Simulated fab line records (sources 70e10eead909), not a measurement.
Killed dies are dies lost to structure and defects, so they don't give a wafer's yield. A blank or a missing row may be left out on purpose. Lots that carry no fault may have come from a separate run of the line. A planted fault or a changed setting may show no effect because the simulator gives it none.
The tool behind it: which one? -- flow nand harc -- 39 wafers from 13 lots sampled at 6 of the route's 1159 steps

== WHAT EACH GAUGE READ, for each wafer ==
NHARC_A_ONON_D1_THK_MEAS_21: measures by ellipsometry. Usual: thk nm 997 nm, standard deviation 10.
lot,measured,on,thk nm (nm),flag
L220,day 7 23:47,film metro-02,989 992 990,
L221,day 8 05:11,film metro-01,998 998 1000,
L223,day 9 02:13,film metro-02,998 994 997,
L224,day 9 02:13,film metro-01,997 998 998,
L225,day 9 07:15,film metro-01,1001 998 999,
L226,day 9 07:15,film metro-02,1009 1008 1008,
L227,day 9 18:01,film metro-02,993 992 993,
L234,day 11 09:47,film metro-02,994 993 992,
L232,day 11 18:52,film metro-02,997 996 995,
L233,day 12 01:30,film metro-02,1014 1013 1014,
L239,day 12 17:06,film metro-02,978 977 976,
L241,day 12 17:07,film metro-02,1005 1005 1004,
L240,day 12 22:39,film metro-01,997 997 999,

NHARC_A_ONON_D1_THK_MEAS_24: measures by ellipsometry. Usual: thk nm 997 nm, standard deviation 8.6.
lot,measured,on,thk nm (nm),flag
L220,day 8 00:22,film metro-02,1002 1002 1000,
L221,day 8 05:44,film metro-01,991 992 990,
L223,day 9 02:47,film metro-01,1008 1007 1007,
L224,day 9 02:49,film metro-02,999 1000 999,
L225,day 9 07:49,film metro-01,994 995 995,
L226,day 9 07:49,film metro-02,1001 999 999,
L227,day 9 18:34,film metro-02,981 981 979,
L234,day 11 10:22,film metro-01,1005 1004 1006,
L232,day 11 19:25,film metro-01,989 989 990,
L233,day 12 02:04,film metro-02,997 998 997,
L239,day 12 17:40,film metro-01,1013 1012 1012,
L241,day 12 17:41,film metro-01,1014 1013 1012,
L240,day 12 23:13,film metro-01,989 991 991,

NHARC_A_ONON_D1_THK_MEAS_30: measures by ellipsometry. Usual: thk nm 999 nm, standard deviation 9.4.
lot,measured,on,thk nm (nm),flag
L220,day 8 01:31,film metro-02,992 993 994,
L221,day 8 06:53,film metro-01,1003 1003 1003,
L223,day 9 03:56,film metro-02,1002 1004 1003,
L224,day 9 03:58,film metro-01,984 984 987,
L225,day 9 08:57,film metro-02,1016 1019 1018,
L226,day 9 08:58,film metro-01,1001 1001 1001,
L227,day 9 19:42,film metro-01,1004 1005 1004,
L234,day 11 11:29,film metro-01,1013 1013 1571,OFF
L232,day 11 20:33,film metro-02,995 995 996,
L233,day 12 03:13,film metro-01,989 1546 991,OFF
L239,day 12 18:47,film metro-02,1006 1006 1006,
L241,day 12 18:52,film metro-01,1010 1009 1009,
L240,day 13 00:21,film metro-02,1013 1013 1012,

NHARC_END_SORT_01. Usual: killed at array 28, standard deviation 11; killed at other 0.5, standard deviation 0.85; killed at periphery 2.7, standard deviation 1.9; killed dies 32, standard deviation 12; killed open 3.3, standard deviation 1.6; killed short 2.1, standard deviation 1.5.
lot,measured,on,killed at array,killed at other,killed at periphery,killed dies,killed open,killed short,flag
L234,day 22 11:19,prober-02,44 45 675,0 1 0,4 3 2,48 49 677,5 5 2,1 4 3,OFF
L233,day 23 20:25,prober-01,51 675 32,0 0 1,4 2 2,55 677 35,6 4 2,2 1 4,OFF

== WHAT TOOL EACH LOT RAN ON (gives the tool, then ch and the chambers of the sampled wafers, and finally the start) ==
lot,NHARC_A_ONON_D1_DEP_28,NHARC_A_CHANNEL_HOLE_D1_DEP_01
L220,"pecvd onon-02 ch 0, day 8 01:00","pecvd-04 ch 0,2, day 8 06:39"
L221,"pecvd onon-03 ch 0, day 8 06:32","pecvd-03 ch 0,1,2, day 8 13:29"
L223,"pecvd onon-04 ch 0, day 9 03:25","pecvd-03 ch 1,2, day 9 06:58"
L224,"pecvd onon-02 ch 0, day 9 03:30","pecvd-01 ch 0,2, day 9 06:57"
L225,"pecvd onon-03 ch 0, day 9 08:26","pecvd-03 ch 0,1,2, day 9 11:29"
L226,"pecvd onon-04 ch 0, day 9 08:34","pecvd-01 ch 0,1, day 9 11:32"
L227,"pecvd onon-02 ch 0, day 9 19:15","pecvd-01 ch 0,1,2, day 9 22:17"
L234,"pecvd onon-04 ch 0, day 11 11:09","pecvd-01 ch 0,2, day 11 15:55"
L232,"pecvd onon-02 ch 0, day 11 20:02","pecvd-04 ch 0,1,2, day 11 23:25"
L233,"pecvd onon-04 ch 0, day 12 02:43","pecvd-01 ch 1, day 12 06:20"
L239,"pecvd onon-03 ch 0, day 12 18:24","pecvd-03 ch 0,2, day 12 22:28"
L241,"pecvd onon-02 ch 0, day 12 18:26","pecvd-04 ch 1,2, day 12 22:43"
L240,"pecvd onon-03 ch 0, day 12 23:50","pecvd-01 ch 0,1, day 13 03:53"
- NHARC_A_ONON_D1_DEP_28: target thk 1000 nm.
- NHARC_A_CHANNEL_HOLE_D1_DEP_01: deposits SiON, target thk 140 nm.

== WHAT THE TOOLS THEMSELVES READ (means of the sampled wafers that have a number; where no wafer has one, the mark that the record gives instead) ==
NHARC_A_ONON_D1_DEP_28. Usual: n2o flow sccm 1999 sccm, standard deviation 6.
lot,tool,n2o flow sccm (sccm),flag
L220,pecvd onon-02,2002,
L221,pecvd onon-03,1997,
L223,pecvd onon-04,1999,
L224,pecvd onon-02,2000,
L225,pecvd onon-03,1998,
L226,pecvd onon-04,2008,
L227,pecvd onon-02,1999,
L234,pecvd onon-04,1991,
L232,pecvd onon-02,1992,
L233,pecvd onon-04,2011,
L239,pecvd onon-03,1997,
L241,pecvd onon-02,2004,
L240,pecvd onon-03,1987,

NHARC_A_CHANNEL_HOLE_D1_DEP_01. Usual: heater power w 750 W, standard deviation 100; showerhead vpp V 1154 V, standard deviation 65.
lot,tool,heater power w (W),showerhead vpp V (V),flag
L220,pecvd-04,798,1142,
L221,pecvd-03,677,1164,
L223,pecvd-03,643,1158,
L224,pecvd-01,769,1230,
L225,pecvd-03,712,1162,
L226,pecvd-01,745,1126,
L227,pecvd-01,799,1169,
L234,pecvd-01,785,1222,
L232,pecvd-04,727,1128,
L233,pecvd-01,672,1085,
L239,pecvd-03,633,1091,
L241,pecvd-04,717,1128,
L240,pecvd-01,759,1117,

== THE ANSWER, worked out from the rows above alone ==
Rule: lot off if the mean of its wafers having a number is beyond 3 standard deviations from the usual mean. A lot without any number at a reading at which 4 lots or more have one is off too. All remaining lots with rows at the step are treated as sound. First the gauges in route order, then the tools' own readings, where a lot's mean is used as printed above. The first step at which some lot is off is used, and at that step the reading that is off furthest; a lot without a number counts as furthest.
Off at NHARC_A_ONON_D1_THK_MEAS_30 (thk nm): L234, L233.
If a tool, at a process step before that reading, ran all the lots that are off and no sound lot after the first of them, it fits. Not tried: the gauges at NHARC_A_ONON_D1_THK_MEAS_30; whatever is off there is also off at NHARC_END_SORT_01, on other tools, and gauge error can't account for it. One candidate fits, namely pecvd onon-04 at NHARC_A_ONON_D1_DEP_28. A fault onset in the window from L226 (day 9 08:34, its last sound lot) to L234 (day 11 11:09, its first lot off) fits.

== WHAT THE SIMULATOR HAD INSERTED ==
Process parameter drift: pecvd onon-04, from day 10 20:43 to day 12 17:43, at NHARC_A_ONON_D1_DEP_28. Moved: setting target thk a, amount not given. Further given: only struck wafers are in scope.
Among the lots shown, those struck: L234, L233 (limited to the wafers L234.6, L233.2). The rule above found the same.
